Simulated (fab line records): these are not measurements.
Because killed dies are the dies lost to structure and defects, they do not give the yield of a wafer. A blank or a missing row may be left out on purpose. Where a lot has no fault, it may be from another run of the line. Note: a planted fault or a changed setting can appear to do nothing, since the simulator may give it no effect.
Chamber matching	flow nand-harc	4 sister chambers for NHARC_A_STAIRCASE_ETCH_292 on rie-diel-07
The step etches the open film in CF4/CHF3. 20 wafers are shown with their chamber, then 10 later ones without.

== EACH WAFER AND ITS CHAMBER ==
wafer	chamber	showerhead-plenum-p-Torr (Torr)	drypump-motor-current-A (A)	rf-vpp-V (V)
L075.3	0	1.68	5.8	375.5
L075.4	1	1.56	5.6	369.9
L075.6	0	1.68	5.9	374.3
L083.1	1	1.56	5.6	370.6
L083.3	3	1.55	5.2	370.0
L083.6	2	1.58	5.9	371.3
L085.1	3	1.55	5.3	370.6
L085.4	0	1.68	5.8	372.3
L085.6	0	1.68	5.8	372.4
L089.1	2	1.58	5.9	370.6
L089.5	3	1.55	5.2	369.8
L089.6	2	1.58	5.9	370.2
L091.1	1	1.55	5.6	370.7
L091.3	3	1.55	5.2	370.0
L091.4	0	1.67	5.8	372.8
L094.4	1	1.55	5.6	371.2
L094.5	0	1.67	5.8	375.0
L094.6	3	1.55	5.2	370.1
L093.1	2	1.58	5.9	370.8
L093.3	1	1.55	5.6	371.0

SIGNATURES (averages over the wafers above)
reading	chamber 0	chamber 1	chamber 2	chamber 3	scatter within a chamber
showerhead-plenum-p-Torr	1.6767	1.5540	1.5800	1.5500	0.00398
drypump-motor-current-A	5.817	5.600	5.900	5.220	0.032
rf-vpp-V	373.717	370.680	370.725	370.100	0.856
Rule: a wafer's distance from a chamber is the root of the sum, over the readings, of the square of ((its reading less the chamber's mean) divided by the reading's scatter). If the next closest chamber is less than 2 further off than the closest, the wafer can't be placed; otherwise it belongs to the closest. The scatter: the root of (the sum of the squares of (reading less its chamber's mean) over the shown wafers, divided by (wafers less chambers)).

== WAFERS WITHOUT THEIR CHAMBER ==
wafer	showerhead-plenum-p-Torr (Torr)	drypump-motor-current-A (A)	rf-vpp-V (V)
L093.4	1.67	5.8	373.6
L095.1	1.58	5.9	370.6
L095.2	1.67	5.8	373.3
L095.4	1.55	5.6	368.2
L096.3	1.57	5.9	370.7
L096.4	1.55	5.3	367.7
L096.6	1.58	5.9	369.6
L097.1	1.58	5.9	370.3
L097.2	1.67	5.9	374.6
L097.4	1.55	5.7	371.4

== WHICH CHAMBER EACH ONE RAN IN ==
wafer	from the rows above	in truth
L093.4	0	0
L095.1	2	2
L095.2	0	0
L095.4	1	1
L096.3	2	2
L096.4	3	3
L096.6	2	2
L097.1	2	2
L097.2	0	0
L097.4	1	1
10 of 10 placed correctly. Left unplaced by these rows: 0. Placed wrongly: 0.
